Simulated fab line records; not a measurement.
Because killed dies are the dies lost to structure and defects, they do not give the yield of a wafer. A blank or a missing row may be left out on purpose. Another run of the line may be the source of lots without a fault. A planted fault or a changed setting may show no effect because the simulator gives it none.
Split-lot experiment	flow n5-finfet	route with 1938 steps; 7 lots, 39 wafers read

ON THE SPLIT
At N5_DUMMY_GATE_EXPOSE_12 (exposes mask GATE, target cd 25 nm), the setting dose-mj was moved away from the recipe's 34 on 15 of the 39 wafers read, by -4.9% to +7.6%. This setting was run at the recipe's value on the other wafers.

FROM THE SPLIT TO THE READING: what the file shows between them, 7 steps
- N5_DUMMY_GATE_PEB_13: peb time 60 s
- N5_DUMMY_GATE_DEVELOP_14: develop time 30 s
- N5_DUMMY_GATE_CD_MEAS_15: target cd 25.8 nm
- N5_DUMMY_GATE_STRIP_38: strips in N2/H2
- N5_DUMMY_GATE_STRIP_39: strips in N2/H2
- N5_DUMMY_GATE_TRIM_49: chemistry O2, time 29 s, target cd 14 nm
- N5_DUMMY_GATE_STRIP_40: strips in CF4

THE READING
At N5_DUMMY_GATE_CD_MEAS_50: cd-nm in nanometres, against a target cd of 14 nm. A value of 14.2 nm with a standard deviation of 0.33 nm is what fault-free wafers of this fab line usually give.

wafer	tool, chamber at the split	dose-mj as run	against the recipe	cd-nm, nm	against lot-mates on the recipe
L078.1	euv-scanner-01, 0	36.51	+7.4%	12.9	-1.7
L078.2	euv-scanner-01, 0	36.51	+7.4%	12.8	-1.8
L078.3	euv-scanner-01, 0	34	recipe	15.1	-
L078.4	euv-scanner-01, 0	34	recipe	13.8	-
L078.5	euv-scanner-01, 0	34	recipe	15.0	-
L078.6	euv-scanner-01, 0	36.51	+7.4%	12.4	-2.2
L082.1	euv-scanner-01, 0	34	recipe	14.5	-
L082.2	euv-scanner-01, 0	34	recipe	14.0	-
L082.3	euv-scanner-01, 0	34	recipe	13.9	-
L082.4	euv-scanner-01, 0	34	recipe	13.9	-
L082.5	euv-scanner-01, 0	34	recipe	14.0	-
L082.6	euv-scanner-01, 0	34	recipe	14.3	-
L084.4	euv-scanner-01, 0	34	recipe	13.9	-
L084.5	euv-scanner-01, 0	34	recipe	14.4	-
L084.6	euv-scanner-01, 0	34	recipe	14.4	-
L086.1	euv-scanner-02, 0	34	recipe	14.2	-
L086.2	euv-scanner-02, 0	32.35	-4.9%	14.9	+0.6
L086.3	euv-scanner-02, 0	32.35	-4.9%	15.2	+0.9
L086.4	euv-scanner-02, 0	34	recipe	14.5	-
L086.5	euv-scanner-02, 0	32.35	-4.9%	15.3	+1.0
L086.6	euv-scanner-02, 0	34	recipe	14.1	-
L088.1	euv-scanner-01, 0	34	recipe	14.1	-
L088.2	euv-scanner-01, 0	34	recipe	14.1	-
L088.3	euv-scanner-01, 0	36.58	+7.6%	12.3	-1.9
L088.4	euv-scanner-01, 0	34	recipe	14.4	-
L088.5	euv-scanner-01, 0	36.58	+7.6%	13.3	-0.9
L088.6	euv-scanner-01, 0	36.58	+7.6%	13.1	-1.1
L090.1	euv-scanner-01, 0	33.09	-2.7%	14.8	+0.4
L090.2	euv-scanner-01, 0	33.09	-2.7%	14.7	+0.3
L090.3	euv-scanner-01, 0	34	recipe	14.6	-
L090.4	euv-scanner-01, 0	34	recipe	14.1	-
L090.5	euv-scanner-01, 0	34	recipe	14.4	-
L090.6	euv-scanner-01, 0	33.09	-2.7%	14.6	+0.2
L096.1	euv-scanner-02, 0	34	recipe	14.6	-
L096.2	euv-scanner-02, 0	34	recipe	14.6	-
L096.3	euv-scanner-02, 0	35.13	+3.3%	13.5	-1.0
L096.4	euv-scanner-02, 0	35.13	+3.3%	13.3	-1.2
L096.5	euv-scanner-02, 0	34	recipe	14.4	-
L096.6	euv-scanner-02, 0	35.13	+3.3%	13.7	-0.8

THE FIT
A straight line over all 39 wafers: cd-nm changes by -0.194 nm for each +1% of dose-mj; r = -0.90; the points scatter about the line by 0.32 nm.
The same after taking each lot's own level away (the mean of its wafers on the recipe; 39 wafers): -0.208 nm for each +1%; r = -0.91; scatter 0.32 nm.
Per that fit: largest dose-mj move, reading shift of 1.6 nm.
From 14.10 to 14.63 nm: that is the span of the lots' own levels, equal to 1.6 times the standard deviation above.
The two slopes are in agreement: the lot-to-lot level therefore moves the slope only a little.
Check: -1.6 nm against its lot-mates is what the line predicts for one of the wafers moved furthest among these (+7.6%) when that wafer is left out of the fit. Against them it came out at -1.9 nm.

ADDITIONAL SPLITS CARRIED BY THESE WAFERS
These wafers also went through other splits before the reading. Each is held against what the fit with the lots' levels taken away leaves over:
other split on the same wafers	wafers away from the commonest value	r with cd-nm (lot level and that fit taken away)
N5_FIN_CUT_ETCH_21 bias-w	12	-0.03

THE WHOLE CHAIN: every reading that the file lists as answering this split, in the file's order
step	what it does	reading	change (the file's fit)	r (the file's)
N5_DUMMY_GATE_CD_MEAS_15	target cd 25.8 nm	cd-nm	-0.169 nm for each +1% of the setting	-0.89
N5_DUMMY_GATE_TRIM_49	chemistry O2, time 29 s, target cd 14 nm	DUMMY_GATE.cd-nm (the simulator's own value, which no gauge read)	-0.192 nm for each +1% of the setting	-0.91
N5_DUMMY_GATE_CD_MEAS_50	target cd 14 nm	cd-nm	-0.212 nm for each +1% of the setting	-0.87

THE FILE'S OWN FIT
cd-nm changes by -0.212 nm for each +1% of dose-mj, r = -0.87.
